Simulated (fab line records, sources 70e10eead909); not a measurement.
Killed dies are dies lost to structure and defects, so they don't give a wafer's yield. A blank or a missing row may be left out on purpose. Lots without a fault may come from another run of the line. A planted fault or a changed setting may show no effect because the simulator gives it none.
One fault seen from 2 desks | flow nand_harc | each desk has only its own numbers; what lay behind them comes last

THE TOOL OWNER'S DESK: litho_track-06
The tool's own readings at NHARC_A_CHANNEL_HOLE_D1_DEVELOP_09 (develop time 35 s): means of the sampled wafers that have a number, for each lot that ran on this tool. A lot is out of limits, marked OUT, if its mean lies more than 4 standard deviations from the usual mean; the brackets give that distance.
Columns: A = chill_plate_temp_C at NHARC_A_CHANNEL_HOLE_D1_DEVELOP_09, usual 23.02 C
lot  | first seen here | A
L564 | day 9 03:00     | 22.95
L567 | day 9 17:00     | 23.12
L572 | day 11 07:00    | 22.84
L571 | day 11 21:00    | 23.04
L576 | day 12 06:00    | 23.00
This desk's finding: nothing out of limits on any of the 5 lots.

THE METROLOGY DESK
What the gauges read, lot by lot, whatever tool the lot ran on: means of the sampled wafers that have a number. A lot is out of limits, marked OUT, if its mean lies more than 4 standard deviations from the usual mean; the brackets give that distance.
Columns: A = thk_nm at NHARC_A_SOURCE_PLATE_THK_MEAS_06, usual 200.3 nm
lot  | first seen here | A
L563 | day 8 06:18     | 198.4
L564 | day 8 06:18     | 203.1
L561 | day 8 10:02     | 195.4
L565 | day 9 01:59     | 202.1
L567 | day 9 01:59     | 199.6
L566 | day 9 01:59     | 202.3
L572 | day 10 14:49    | 198.3
L573 | day 10 14:49    | 201.4
L571 | day 11 01:18    | 200.2
L575 | day 11 06:31    | 201.0
L574 | day 11 06:31    | 201.0
L576 | day 11 13:48    | 198.5
L577 | day 11 13:48    | 200.1
L579 | day 11 23:19    | 201.6
This desk's finding: nothing out of limits on any of the 14 lots.

PUT TOGETHER
The tool owner's desk saw nothing out of limits.
The metrology desk saw nothing out of limits.

WHAT THE SIMULATOR HAD PUT IN
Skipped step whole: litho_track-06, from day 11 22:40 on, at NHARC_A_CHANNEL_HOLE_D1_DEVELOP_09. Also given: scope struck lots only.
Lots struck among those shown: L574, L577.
